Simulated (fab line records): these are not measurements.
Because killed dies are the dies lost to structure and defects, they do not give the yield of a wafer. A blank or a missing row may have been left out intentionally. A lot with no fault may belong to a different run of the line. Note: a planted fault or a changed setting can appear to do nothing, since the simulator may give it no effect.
fab line records    flow n5Finfet
[record] lots = 5  wafers = 15  lastDay = 17
route steps=1938 shown BEOL_M4@1099 BEOL_M5@1112 TV_OPEN@1887 PASSIVATION@1936
lots that met no fault: from a run of the same line without faults
startH: the number of hours between the record's first day and the start of the first shown wafer of the lot    waitH: hours elapsed since this lot's preceding step    " same as the row above    L1.1+2: one row covering several wafers at once    - no value, or no start was given    * or withheld: withheld    < > ~ a bound
route shown NAME@n: a module of which the file shows steps, and the number in the route of the first    usual: the fault-free wafers' mean and standard deviation    same: alike in all rows    chamber/n: place in a boat    sites: readings site by site    _std_site: the values' standard deviation    _edge_site: mean of outer sites minus mean of inner sites    radiusMm: how far each site lies from the wafer's centre    mask NAME#n: copy n    behind: the tool/chamber that last shaped the wafer    hold: the reason the lot was held/the length of the hold in hours/how it ended    device: which transistor (n, p or np) failed to switch    end of line: the tests these same wafers got at the end of their route    a step with no rows: only its recipe    killed: at the first sort, the dies lost to defects and structure; wafer yield is something else    map: per-die view of a wafer (x killed, . not killed, _ where there is no die)
set.NAME: the setting as run; set.NAME@STEP: as run at that earlier step    model.NAME: the simulator's own value behind a step, which no gauge read
certain route steps with their lots: each step a table, each wafer a row
services: from which hour (startH, from the record's first day; less than 0 if before it) a tool's chamber was out of use, for how many hours, and why
[[steps]]
[step N5_BEOL_M4_ANNEAL_95]
[recipe] tempC = 400  timeS = 240  ambient = vacuum
[step N5_BEOL_M4_SPUTTER_96]
[recipe] material = Cu  targetThkA = 45  tempC = -20  chamberPressurePa = 0.07  powerW = withheld  timeS = 8.29
[step N5_BEOL_M4_ECD_50]
[recipe] material = Cu  targetThkA = 3000
[step N5_BEOL_M4_ANNEAL_51]
[recipe] tempC = 225  timeS = 90  ambient = N2
[step N5_BEOL_M4_CMP_52]
[recipe] stopOn = SiOC  tOverpolishS = 6.8  downForcePsi = 1  platenRpm = 50  clearingPlatenDownForcePsi = 1.5  clearingPlatenRpm = 50  postCmpClean = cuAlkaline  targetThkNm = 40  clearingPlatenPadVelocityMS = 0.99484  padVelocityMS = 0.99484
[step N5_BEOL_M4_PRE_CLEAN_60]
[recipe] gas = NH3/H2  timeS = 15  tempC = *  rfPowerW = 300
[step N5_BEOL_M4_CO_CAP_55]
[recipe] material = Co  targetThkA = 20  tempC = 200  precursor = CCTBA/H2  pressureTorr = 30  timeS = 102.1
[step N5_BEOL_M4_PRE_CLEAN_56]
[recipe] gas = NH3  timeS = 15  tempC = withheld  rfPowerW = 300
[step N5_BEOL_M4_DEP_57]
[recipe] material = SiCN  targetThkA = 80  tempC = withheld  precursor = 3MS/NH3  pressureTorr = 3  rfW = 202  timeS = 14
[step N5_BEOL_M4_RC_MEAS_101]
[usual] DIBL_N = 35.3/1.5  DIBL_P = 35.3/1.9  IOFF_N = 0.145/0.027  IOFF_P = 0.20/0.033  ION_N = 670/12  ION_P = 462/6.8  SS_N = 71.3/0.6  SS_P = 73.1/0.7  VT_N = 251/3.4  VT_P = -251/3.2
lot.wafer  tool       chamber  startH  waitH  DIBL_N[mV/V]  DIBL_P[mV/V]  IOFF_N[nA/um]  IOFF_P[nA/um]  ION_N[uA/um]  ION_P[uA/um]  SS_N[mV/dec]  SS_P[mV/dec]  VT_N[mV]  VT_P[mV]
L256.2     prober-01  0        194.08  0.2    35.5          36.3          0.142          0.17           665           454           71.6          73.1          253       -255
L256.5     "          0        "       "      35.4          36.1          0.144          0.18           666           455           71.2          73.2          252       -251
L256.6     "          0        "       "      33.6          34.5          0.119          0.16           657           452           70.8          72.5          254       -257
L261.1     prober-02  0        231.85  0.0    37.9          39.4          0.212          0.32           700           490           72.3          74.0          246       -241
L261.5     "          0        "       "      37.0          38.4          0.186          0.29           676           479           72.3          73.7          248       -243
L261.6     "          0        "       "      37.1          38.6          0.184          0.29           677           472           72.3          74.4          249       -243
L264.3     prober-01  0        240.75  0.3    35.7          36.0          0.161          0.23           686           473           72.8          73.6          251       -247
L264.5     "          0        "       "      33.6          33.5          0.127          0.19           669           464           71.7          71.9          253       -250
L264.6     "          0        "       "      36.8          36.4          0.163          0.23           661           463           72.3          73.4          251       -249
L265.4     prober-02  0        241.56  0.5    32.5          33.7          0.116          0.19           659           465           70.3          72.5          253       -248
L265.5     "          0        "       "      31.9          32.3          0.105          0.17           648           457           71.1          72.1          253       -252
L265.6     "          0        "       "      34.4          33.9          0.126          0.18           656           453           71.3          72.2          256       -253
L276.1     prober-01  0        304.10  0.0    37.3          36.5          0.174          0.20           675           459           71.5          73.8          250       -251
L276.5     "          0        "       "      36.3          35.7          0.157          0.19           663           455           71.8          73.6          253       -254
L276.6     "          0        "       "      37.2          37.5          0.177          0.22           680           466           71.8          73.8          246       -251
[step N5_BEOL_M5_ILD_DEP_00]
[recipe] material = SiCOH_lowk  targetThkA = 1406.4  tempC = 300  precursor = DEMS/porogen  pressureTorr = 5  rfW = 500  timeS = 25.9
[step N5_BEOL_M5_CURE_79]
[recipe] tempC = 385  timeS = 240  ambient = He/Ar  material = SiCOH_lowk
[step N5_BEOL_M5_PECVD_70]
[recipe] material = SiO2  targetThkA = 160  tempC = 400  precursor = TEOS/O2  pressureTorr = 5.5  rfW = 450  teosFlowSccm = 53.8  gas = O2  flowSccm = 3000  timeS = 18
[step N5_BEOL_M5_HM_DEP_02]
[recipe] material = TiN  targetThkA = 200  tempC = 25  chamberPressurePa = 0.49996
[step N5_BEOL_M5_COAT_59]
[recipe] resist = SOC  tempC = 250  timeS = 60  spinRpm = 1500  resistThkNm = 60
[step N5_BEOL_M5_COAT_60]
[recipe] resist = SiARC  tempC = 220  timeS = 60  spinRpm = 1500  resistThkNm = 12
[step N5_BEOL_M5_COAT_71]
[recipe] resist = underlayer  tempC = 205  timeS = 60  spinRpm = 1500  resistThkNm = 5
[step N5_BEOL_M5_COAT_05]
[recipe] resist = CAR-EUV  spinRpm = 1500  resistThkNm = 30
[step N5_BEOL_M5_EBR_07]
[recipe] solvent = PGMEA  ebrWidthMm = 1.5
[step N5_BEOL_M5_SOFTBAKE_06]
[recipe] tempC = 110  timeS = 60  resist = CAR-EUV
[step N5_BEOL_M5_EXPOSE_08]
[recipe] maskId = M5  na = 0.33  sourceShape = annular  sigmaInner = 0.4  sigmaOuter = 0.8  polarization = unpolarized  targetCdNm = 28  doseMj = 35.75
[step N5_BEOL_M5_PEB_09]
[recipe] pebTempC = 100  pebTimeS = 60  resist = CAR-EUV
[step N5_BEOL_M5_DEVELOP_10]
[recipe] developTimeS = 30  developer = TMAH  resist = CAR-EUV  rinseLiquid = surfactantRinse  dry = airSpin  devTempC = 23
[step N5_BEOL_M5_DESCUM_16]
[recipe] chemistry = O2  timeS = 7  sourcePowerW = 50  biasPowerW = 20  pressureMtorr = 20  rfFrequencyHz = 2.712e+07  tempC = 40  resist = CAR-EUV  o2FlowSccm = 225
[step N5_BEOL_M5_ETCH_72]
[recipe] chemistry = N2/H2  target = underlayer  targetDepthA = 65  maskMaterial = CAR-EUV  timeS = 5.2  ionEnergyEv = 200  pressureMtorr = 30  sourceW = 840  biasW = 150  n2FlowSccm = 200  h2FlowSccm = 200  ends = cleared
[step N5_BEOL_M5_ETCH_61]
[recipe] chemistry = CF4  target = SiARC  targetDepthA = 156  maskMaterial = CAR-EUV  timeS = 26  ionEnergyEv = 80  pressureMtorr = 40  sourceW = 545  biasW = 36  Ar_flow_sccm = 100  cf4FlowSccm = 100  ends = cleared
[step N5_BEOL_M5_ETCH_62]
[recipe] chemistry = N2/H2  target = SOC  targetDepthA = 750  overetchA = 150  maskMaterial = SiARC  tempC = 40  timeS = 112.5  ionEnergyEv = 200  pressureMtorr = 30  sourceW = 840  biasW = 150  n2FlowSccm = 200  h2FlowSccm = 200
[step N5_BEOL_M5_STRIP_63]
[recipe] chemistry = N2/H2  tempC = 40  n2FlowSccm = 200  h2FlowSccm = 200  rfFrequencyHz = 6e+07
[step N5_BEOL_M5_STRIP_73]
[recipe] chemistry = N2/H2  tempC = 40  n2FlowSccm = 200  h2FlowSccm = 200  rfFrequencyHz = 6e+07
[step N5_BEOL_M5_STRIP_64]
[recipe] chemistry = CF4  resist = SiARC  powerW = 300  biasPowerW = 75  pressureMtorr = 50  cf4FlowSccm = 150  rfFrequencyHz = 6e+07
[step N5_BEOL_M5_HM_OPEN_17]
[recipe] chemistry = Cl2/BCl3  targetDepthA = 200  overetchA = 60  target = TiN  maskMaterial = SOC  ionEnergyEv = 150  pressureMtorr = 10  icpW = 1000  biasW = 126  Cl2_flow_sccm = 53.25  bcl3FlowSccm = 21.75  Ar_flow_sccm = 25
[step N5_BEOL_M5_STRIP_19]
[recipe] chemistry = O2  powerW = 400  tempC = 40  pressureMtorr = 30  rfFrequencyHz = 6e+07  biasPowerW = 0  overashFraction = 0.2  o2FlowSccm = 225
[step N5_BEOL_M5_COAT_65]
[recipe] resist = SOC  tempC = 250  timeS = 60  spinRpm = 1500  resistThkNm = 60
[step N5_BEOL_M5_COAT_66]
[recipe] resist = SiARC  tempC = 220  timeS = 60  spinRpm = 1500  resistThkNm = 12
[step N5_PASSIVATION_PASS_ETCH_74]
[recipe] chemistry = CF4/O2  target = SiNx  targetDepthA = 2200  timeS = 110  ionEnergyEv = 100  pressureMtorr = 40  sourceW = 535  biasW = 49  Ar_flow_sccm = 100  cf4FlowSccm = 100  O2_flow_sccm = 10
[usual] O2_flow_sccm = 9.999/0.029  drypumpMotorCurrentA = 5.8/0.41  oes_f_703_au = 0.77/0.072  oesProductAu = 0.77/0.08  rfFwdPowerW = 532.3/1.7  rfVppV = 241/4  showerheadPlenumPTorr = 2.17/0.051  throttleValvePct = 16.07/0.21
lot.wafer  tool        chamber  startH  waitH  O2_flow_sccm  drypumpMotorCurrentA  oes_f_703_au  oesProductAu  rfFwdPowerW  rfHoursCounterH  rfVppV  showerheadPlenumPTorr  throttleValvePct  model.etch.depthNm  model.coat_of_PASSIVATION_COAT_04.thkNm  model.TV_OPEN.cdOffsetNm
L256.2     rieDiel-02  1        295.70  0.0    10.066        5.8                   0.89          0.92          532.2        23               242     2.16                   16.15             217.3               *                                        0
L256.5     "           3        "       "      9.991         6.3                   0.78          0.80          533.6        -                247     2.21                   16.07             222                 *                                        0.8
L256.6     "           2        "       "      9.994         6.0                   0.69          0.68          535.0        -                242     2.26                   16.32             211.9               *                                        0.8
L261.1     rieDiel-02  1        335.03  0.0    10.041        5.8                   0.87          0.88          530.5        38               241     2.16                   16.18             213.5               *                                        0.2
L261.5     "           3        "       "      10.014        6.3                   0.77          0.78          532.5        -                246     2.21                   16.08             223.2               *                                        0.4
L261.6     "           0        "       "      9.985         5.0                   0.81          0.62          532.5        -                243     2.14                   15.91             140.6               *                                        3.4
L264.3     rieDiel-02  1        339.66  0.0    10.020        5.8                   0.87          0.88          531.7        40               241     2.15                   16.18             216                 *                                        0.2
L264.5     "           2        "       "      10.028        6.0                   0.68          0.67          533.7        -                241     2.26                   16.35             207.7               *                                        0.6
L264.6     "           3        "       "      9.984         6.3                   0.78          0.61          533.0        -                247     2.21                   16.04             140.5               *                                        4.4
L265.4     rieDiel-02  3        340.79  0.0    10.008        6.3                   0.77          0.79          536.0        -                246     2.21                   16.08             223.1               *                                        0.8
L265.5     "           1        "       "      10.030        5.8                   0.87          0.88          533.2        -                240     2.15                   16.19             215.9               *                                        0
L265.6     "           2        "       "      9.958         6.0                   0.68          0.52          532.7        -                242     2.26                   16.29             133.1               *                                        3.8
L276.1     rieDiel-01  1        408.41  0.0    10.018        5.4                   0.70          0.69          532.4        241              233     2.09                   15.99             216.8               *                                        0.6
L276.5     "           1        "       "      10.029        5.5                   0.70          0.69          532.0        -                233     2.09                   15.99             217.1               *                                        0.4
L276.6     "           2        "       "      9.978         5.8                   0.74          0.71          531.0        -                242     2.18                   16.21             219.7               *                                        0.6
[step N5_PASSIVATION_VIA_ETCH_13]
[recipe] chemistry = CHF3/O2  target = SiO2  targetDepthA = 6600  CHF3_flow_sccm = 50  O2_flow_sccm = 5  Ar_flow_sccm = 200  timeS = 330  maskMaterial = PR  pressureMtorr = 30  sourceW = 650  biasW = 170  ionEnergyEv = 200  ends = cleared
[usual] O2_flow_sccm = 5.001/0.014  drypumpMotorCurrentA = 5.8/0.41  etchRfOnTimeS = 235/5.2  oes_f_703_au = 0.77/0.073  oesProductAu = 0.70/0.072  rfFwdPowerW = 647.8/2.1  rfVppV = 525/8.1  showerheadPlenumPTorr = 2.37/0.053  throttleValvePct = 18.95/0.22
lot.wafer  tool        chamber  startH  waitH  O2_flow_sccm  drypumpMotorCurrentA  etchRfOnTimeS  oes_f_703_au  oesProductAu  rfFwdPowerW  rfHoursCounterH  rfVppV  showerheadPlenumPTorr  throttleValvePct  model.coat_of_PASSIVATION_COAT_04.thkNm
L256.2     rieDiel-02  1        295.79  0.0    4.987         5.8                   237            0.90          0.83          647.7        23               526     2.35                   19.08             *
L256.5     "           3        "       "      5.000         6.3                   232            0.79          0.72          649.9        -                535     2.42                   18.93             *
L256.6     "           2        "       "      5.012         6.0                   252            0.69          0.62          650.0        -                526     2.47                   19.16             *
L261.1     rieDiel-02  1        335.12  0.0    4.998         5.8                   234            0.87          0.81          648.1        38               525     2.35                   19.10             *
L261.5     "           3        "       "      4.997         6.3                   231            0.77          0.71          647.0        -                536     2.41                   18.95             *
L261.6     "           0        "       "      5.006         5.0                   234            0.82          0.74          644.2        -                527     2.33                   18.86             *
L264.3     rieDiel-02  1        339.75  0.0    5.017         5.8                   237            0.87          0.81          646.8        40               525     2.35                   19.10             *
L264.5     "           2        "       "      4.999         6.1                   249            0.68          0.60          651.1        -                525     2.46                   19.16             *
L264.6     "           3        "       "      4.993         6.3                   236            0.78          0.70          652.1        -                534     2.41                   18.96             *
L265.4     rieDiel-02  3        340.94  0.1    4.987         6.3                   234            0.77          0.71          650.8        -                533     2.41                   18.94             *
L265.5     "           1        "       "      5.002         5.8                   238            0.86          0.80          645.2        -                524     2.35                   19.10             *
L265.6     "           2        "       "      5.027         6.0                   250            0.68          0.60          648.5        -                525     2.46                   19.16             *
L276.1     rieDiel-01  1        408.50  0.0    4.985         5.4                   237            0.69          0.62          646.6        241              509     2.29                   18.92             *
L276.5     "           1        "       "      4.981         5.4                   241            0.69          0.63          647.0        -                510     2.29                   18.90             *
L276.6     "           2        "       "      4.973         5.8                   240            0.74          0.65          647.1        -                524     2.38                   19.06             *
[step N5_PASSIVATION_ETCH_15]
[recipe] chemistry = CF4/N2  target = SiCN  targetDepthA = 750  taperDeg = 2  timeS = 81.2  ionEnergyEv = 150  maskMaterial = SiNx  pressureMtorr = 40  sourceW = 430  biasW = 70  Ar_flow_sccm = 100  cf4FlowSccm = 60  n2FlowSccm = 60
[usual] drypumpMotorCurrentA = 5.8/0.41  n2FlowSccm = 60.00/0.17  oesProductAu = 0.77/0.08  rfFwdPowerW = 427.9/1.6  rfVppV = 381.6/1.5  showerheadPlenumPTorr = 2.17/0.052  throttleValvePct = 15.52/0.21
lot.wafer  tool        chamber  startH  waitH  drypumpMotorCurrentA  n2FlowSccm  oesProductAu  rfFwdPowerW  rfHoursCounterH  rfVppV  showerheadPlenumPTorr  throttleValvePct  model.TV_OPEN.cdOffsetNm
L256.2     rieDiel-02  1        -       -      5.8                   60.34       0.92          426.2        23               381.2   2.16                   15.60             1.4
L256.5     "           3        "       "      6.3                   60.19       0.80          428.2        -                382.1   2.22                   15.50             2
L256.6     "           2        "       "      6.0                   60.07       0.69          430.4        -                384.3   2.26                   15.78             2.8
L261.1     rieDiel-02  1        -       -      5.8                   59.91       0.89          425.5        38               382.2   2.16                   15.61             1.4
L261.5     "           3        "       "      6.3                   60.19       0.79          430.0        -                382.4   2.21                   15.54             1.4
L261.6     "           0        "       "      5.0                   59.96       0.79          426.3        -                379.4   2.13                   15.40             4.4
L264.3     rieDiel-02  1        -       -      5.8                   60.08       0.89          426.0        40               379.5   2.16                   15.63             1.4
L264.5     "           2        "       "      6.0                   60.17       0.67          428.9        -                383.6   2.26                   15.78             2.6
L264.6     "           3        "       "      6.3                   60.16       0.76          431.3        -                382.8   2.21                   15.54             5.2
L265.4     rieDiel-02  3        -       -      6.3                   59.98       0.78          428.1        -                381.0   2.21                   15.53             2
L265.5     "           1        "       "      5.8                   59.81       0.88          425.3        -                380.9   2.16                   15.65             0.8
L265.6     "           2        "       "      6.0                   60.03       0.61          429.0        -                383.4   2.26                   15.81             5.4
L276.1     rieDiel-01  1        -       -      5.4                   60.05       0.69          427.0        242              380.3   2.09                   15.44             2.8
L276.5     "           1        "       "      5.5                   60.34       0.69          426.9        -                379.8   2.09                   15.46             2.4
L276.6     "           2        "       "      5.8                   60.40       0.72          428.2        -                381.5   2.18                   15.66             2.2
[step N5_PASSIVATION_PROBE_49]
[usual] defectLimitedYield = 91.2/1.5  killed_at_M0_to_M3 = 34/11  killed_at_M4_up = 14/5.4  killedAtContacts = 12/5.9  killedAtFrontEnd = 40/12  killedAtOther = 4/3.3  killedDies = 103/18  killedOpen = 68/13  killedShort = 34/7.5  sort_bin_5_function = 5.1/1  sort_bin_6_memory = 3.3/0.7  sortNPass = 1076/18  sortYieldPct = 91.2/1.5
[same] grossDies = 1180  killedAtBackSide = 0  sort_bin_4_leakage[%] = 0  sort_bin_8_speed[%] = 0
lot.wafer  tool       chamber  startH  waitH  defectLimitedYield[%]  killed_at_M0_to_M3  killed_at_M4_up  killedAtContacts  killedAtFrontEnd  killedAtOther  killedDies  killedOpen  killedShort  sort_bin_5_function[%]  sort_bin_6_memory[%]  sortNPass  sortYieldPct[%]
L256.2     prober-02  -        304.03  0.1    91.4                   25                  11               22                36                8              102         67          35           5.3                     3.3                   1078       91.4
L256.5     prober-02  -        304.18  0.2    92.2                   31                  5                13                40                3              92          66          26           4.5                     3.2                   1088       92.2
L256.6     prober-02  -        304.23  0.3    91.9                   47                  9                18                20                2              96          57          36           4.7                     3.2                   1084       91.9
L261.1     prober-02  -        343.25  0.9    89.3                   43                  9                24                47                3              126         84          38           5.8                     4.7                   1054       89.3
L261.5     prober-02  -        343.45  1.1    88.3                   52                  8                15                60                3              138         92          44           6.6                     4.7                   1042       88.3
L261.6     prober-02  -        343.50  1.1    86.1                   51                  17               11                40                45             164         81          36           9.9                     3.7                   1016       86.1
L264.6     prober-01  -        347.32  0.3    85.5                   29                  14               15                49                64             171         78          30           11.5                    2.8                   1009       85.5
L265.6     prober-02  -        348.05  0.3    81.6                   47                  14               9                 26                121            217         66          38           14.4                    3.4                   963        81.6
// killed by level:class
L256.2 MOL_CONTACT_COAG:geometricParticle:open=17 STI_FIN_REVEAL:geometricParticle:open=9 BEOL_M0_SAQP:geometricParticle:short=9 BEOL_M0_SAQP:geometricParticle:open=7 DUMMY_GATE:geometricParticle:open=5 MOL_CONTACT_COAG:geometricParticle:short=5 FIN_SAQP:geometricParticle:open=4 GATE_CUT:geometricParticle:short=3
L256.5 MOL_CONTACT_COAG:geometricParticle:open=10 BEOL_M0_SAQP:geometricParticle:open=10 STI_FIN_REVEAL:geometricParticle:open=9 BEOL_M0_SAQP:geometricParticle:short=8 BEOL_M3:geometricParticle:open=5 FIN_SAQP:geometricParticle:open=4 DUMMY_GATE:geometricParticle:short=4 SPACER0:geometricParticle:open=4
L256.6 MOL_CONTACT_COAG:geometricParticle:open=14 BEOL_M0_SAQP:geometricParticle:open=9 BEOL_M2:geometricParticle:open=8 BEOL_M0_SAQP:geometricParticle:short=7 BEOL_M1:geometricParticle:open=6 MOL_CONTACT_COAG:geometricParticle:short=4 BEOL_M0:geometricParticle:short=4 BEOL_M1:geometricParticle:short=4
L261.1 STI_FIN_REVEAL:geometricParticle:open=22 MOL_CONTACT_COAG:geometricParticle:open=20 BEOL_M0_SAQP:geometricParticle:short=13 BEOL_M1:geometricParticle:open=9 BEOL_M0_SAQP:geometricParticle:open=7 BEOL_M0:geometricParticle:open=7 MOL_CONTACT_COAG:geometricParticle:short=4 BEOL_M7:geometricParticle:open=4
L261.5 STI_FIN_REVEAL:geometricParticle:open=25 BEOL_M1:geometricParticle:open=15 BEOL_M0_SAQP:geometricParticle:open=13 MOL_CONTACT_COAG:geometricParticle:open=11 GATE_CUT:geometricParticle:short=9 BEOL_M3:geometricParticle:open=7 STI_FIN_REVEAL:geometricParticle:short=6 BEOL_M0_SAQP:geometricParticle:short=5
L261.6 TV_OPEN:areaEtch=44 STI_FIN_REVEAL:geometricParticle:open=18 BEOL_M0_SAQP:geometricParticle:short=13 BEOL_M3:geometricParticle:open=10 BEOL_M0_SAQP:geometricParticle:open=9 MOL_CONTACT_COAG:geometricParticle:open=8 BEOL_M1:geometricParticle:open=6 BEOL_M4:geometricParticle:open=6
L264.6 TV_OPEN:areaEtch=63 STI_FIN_REVEAL:geometricParticle:open=15 MOL_CONTACT_COAG:geometricParticle:open=12 FIN_SAQP:geometricParticle:open=10 BEOL_M0_SAQP:geometricParticle:open=8 FIN_SAQP:geometricParticle:short=7 BEOL_M3:geometricParticle:open=5 BEOL_M0_SAQP:geometricParticle:short=5
L265.6 TV_OPEN:areaEtch=113 BEOL_M0_SAQP:geometricParticle:open=16 BEOL_M0_SAQP:geometricParticle:short=10 BEOL_M1:geometricParticle:open=8 FIN_SAQP:geometricParticle:open=6 FIN_SAQP:geometricParticle:short=6 MOL_CONTACT_COAG:geometricParticle:open=6 MIM_TOP_ETCH:geometricParticle:short=5
// map L261.6 (x killed, . not)
_________________..x.........________________
______________....x......x....x._____________
___________.............x....x...x.__________
__________..................x..x...._________
________.....x........................_______
_______..........x..x................x.______
______.......x..x.x....................._____
_____............xx....x........x....x.x.____
____......x....xx.x.x.....................___
___...x.........x.x....x..........xx.......__
___x..........x.....xx...x........x..xx....__
__...........x..xx.........................._
__...x.....................x...............x_
_..............x.....x.........x.x...........
_........x..x.....x..x...x..x....xx...x.....x
_...x.x.......xx.......x.....x..........xx.x.
_............xx.....xx....xxx.xx....x.......x
_.........x....x........xx.x..x..............
_....................x..xxx.x................
_x..........x......xx.....x....x..x.........x
_..........x.........x...x...................
__.........x.x......xxx........x.........x.._
__..................x.x..........x.........._
___.......x.....x......x...............x...__
___......x..x...x...x.....xx...xx....xx....__
____x........x......xxx..x.x...........x..___
_____............x..x..x...x..x..........____
______x...x............xx..............._____
_______.......x...x.....x.x..x.........______
________..............x.x.x....x......_______
__________.xx.....x..xx...x....x...._________
___________....x.......x.......x...__________
______________.................._____________
_________________.x..........________________
// map L264.6 (x killed, . not)
_________________............________________
______________x...x............._____________
___________x...........x....xx....x__________
__________...............x...x......_________
________x...x..x.........x...........x_______
_______x................x..............______
______........................x........._____
_____................x..xx.......xx......____
____...............x....x.x..x....xx.xxx..___
___...x...........x..xx...x.x.......x.xxxxx__
___..........................x..xxxxxxxx.x.__
__.....xx...................x.xxxxx.xxx.xxxx_
__............x.....xxx......x....xx..xxxx.._
_..........................x.......xx.xx.xxx.
_........x..x..x.x...............xxx..xxx.x.x
_........xx.x........................x....x.x
_.........x.................x....xx..x..xxx..
_......x...............x...................x.
_........x....xx...........x........x........
_..........x.......x.........x...............
_...x.............x........xx................
__.........xxx..............x......x.x......_
__.x............................x.....x...x._
___x....x...x....x...x........x............__
___.x..........x...........................__
____..................x..........x......x.___
_____.........x........................x.____
______....x..........x..........x.....x._____
_______.......xxx...............x......______
________......x...................x..._______
__________..x.....x................._________
___________...x.x.xx...............__________
______________.x...........xx..._____________
_________________x...........________________
[[services]]
tool        chamber  startH  hours  kind
rieDiel-02  3        315.13  4.7    repair
rieDiel-02  0        339.01  2.1    repair
rieDiel-01  1        348.30  14.7   repair
rieDiel-02  0        361.56  5.1    repair
rieDiel-01  -        368.32  1.0    repair
[[key]]
[firstSign] step = N5_PASSIVATION_PASS_ETCH_74  reading = oesProductAu  direction = down  sigmas = 2.4  usual = 0.77  struck = 0.58  wafersMoved = 2
[effect] step = N5_PASSIVATION_PROBE_49  reading = killedAtOther  direction = up  sigmas = 22  usual = 4  struck = 77
[modelEffect] step = N5_PASSIVATION_PASS_ETCH_74  value = etch.depthNm  without = 217.7  struck = 138.1
[modelEffect] step = N5_PASSIVATION_VIA_ETCH_13  value = coat_of_PASSIVATION_COAT_04.thkNm  without = *  struck = *
[modelEffect] step = N5_PASSIVATION_ETCH_15  value = TV_OPEN.cdOffsetNm  without = 1.533  struck = 5
[moreKillsBornAt] N5_PASSIVATION_VIA_ETCH_13@rieDiel-02 = 220
metAt N5_PASSIVATION_PASS_ETCH_74
struckWafers L261.6,L264.6,L265.6
onsetBetween 295.70 335.03
[fault] kind = processParameterDrift  tool = rieDiel-02  chamber = -  onsetH = 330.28  steps = N5_PASSIVATION_PASS_ETCH_74  channel = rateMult  offset = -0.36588  shape = step  endH = 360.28  scope = struckWafersOnly
